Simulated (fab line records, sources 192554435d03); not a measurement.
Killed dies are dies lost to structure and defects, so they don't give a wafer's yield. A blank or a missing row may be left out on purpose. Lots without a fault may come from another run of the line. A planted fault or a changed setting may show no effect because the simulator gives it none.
One fault seen from 2 desks | flow n5_finfet | each desk has only its own numbers; what lay behind them comes last

THE METROLOGY DESK
What the gauges read, lot by lot, whatever tool the lot ran on: means of the sampled wafers that have a number. A lot is out of limits, marked OUT, if its mean lies more than 4 standard deviations from the usual mean; the brackets give that distance. Of its 11 readings 7 are shown: those that lie furthest out on some lot.
Columns: A = M2_OVL at N5_BEOL_M2_OVL_MEAS_12, usual -0.2 nm; B = DIBL_N at N5_BEOL_M4_RC_MEAS_101, usual 36.1 mV/V; C = DIBL_P at N5_BEOL_M4_RC_MEAS_101, usual 35.8 mV/V; D = IOFF_P at N5_BEOL_M4_RC_MEAS_101, usual 0.21 nA/um; E = ION_P at N5_BEOL_M4_RC_MEAS_101, usual 465 uA/um; F = VT_N at N5_BEOL_M4_RC_MEAS_101, usual 249 mV; G = VT_P at N5_BEOL_M4_RC_MEAS_101, usual -250 mV
lot  | first seen here | A    | B    | C    | D    | E   | F   | G
L740 | day 7 11:36     | 0.1  | 34.3 | 32.6 | 0.17 | 465 | 252 | -253
L741 | day 7 21:55     | 0.2  | 36.9 | 35.0 | 0.23 | 467 | 246 | -247
L743 | day 8 10:49     | 0.0  | 35.1 | 34.6 | 0.17 | 452 | 250 | -253
L745 | day 9 01:11     | -0.1 | 36.2 | 36.0 | 0.26 | 477 | 250 | -244
L746 | day 9 05:37     | -0.2 | 34.5 | 32.4 | 0.14 | 451 | 256 | -258
L747 | day 9 08:36     | -0.0 | 35.5 | 34.9 | 0.19 | 458 | 248 | -251
L748 | day 9 10:24     | -0.7 | 35.6 | 36.3 | 0.21 | 472 | 247 | -249
L751 | day 10 01:29    | -1.3 | 33.1 | 32.6 | 0.16 | 463 | 252 | -254
L754 | day 10 20:01    | -0.2 | 36.0 | 36.1 | 0.21 | 463 | 251 | -248
L759 | day 12 03:26    | -0.6 | 37.3 | 38.1 | 0.24 | 473 | 245 | -248
This desk's finding: nothing out of limits on any of the 10 lots.

THE TOOL OWNER'S DESK: litho_track-04
The tool's own readings at N5_BEOL_M2_COAT_76 (time 60 s, resist thk 5 nm): means of the sampled wafers that have a number, for each lot that ran on this tool. A lot is out of limits, marked OUT, if its mean lies more than 4 standard deviations from the usual mean; the brackets give that distance.
Columns: A = heater_power_total_W at N5_BEOL_M2_COAT_76, usual 391.7 W; B = run_length_s at N5_BEOL_M2_COAT_76, usual 66.18 s
lot  | first seen here | A               | B
L740 | day 7 12:17     | 392.6           | 66.28
L745 | day 9 01:49     | 392.9           | 66.42
L748 | day 9 10:58     | 391.5           | 66.26
L751 | day 10 02:02    | 408.3 (+12) OUT | 62.57 (-24) OUT
L754 | day 10 20:35    | 407.6 (+11) OUT | 62.53 (-24) OUT
This desk's finding: out of limits on L751, L754; first on L751, day 10 02:02 (heater_power_total_W at N5_BEOL_M2_COAT_76). In limits: L740, L745, L748.

PUT TOGETHER
The tool owner's desk could have raised an alarm at day 10 02:02, on L751, L754.
The metrology desk saw nothing out of limits.
The metrology desk has L751, L754 on record, within its limits.
Of the lots named, all ran N5_BEOL_M2_COAT_76 on litho_track-04.

WHAT THE SIMULATOR HAD PUT IN
Process parameter drift: litho_track-04, from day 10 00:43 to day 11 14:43, at N5_BEOL_M2_COAT_76. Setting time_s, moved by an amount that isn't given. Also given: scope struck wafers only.
Lots struck among those shown: L751, L754.
Hours from the fault's start to each desk's first reading out of limits: the tool owner's desk, 1.
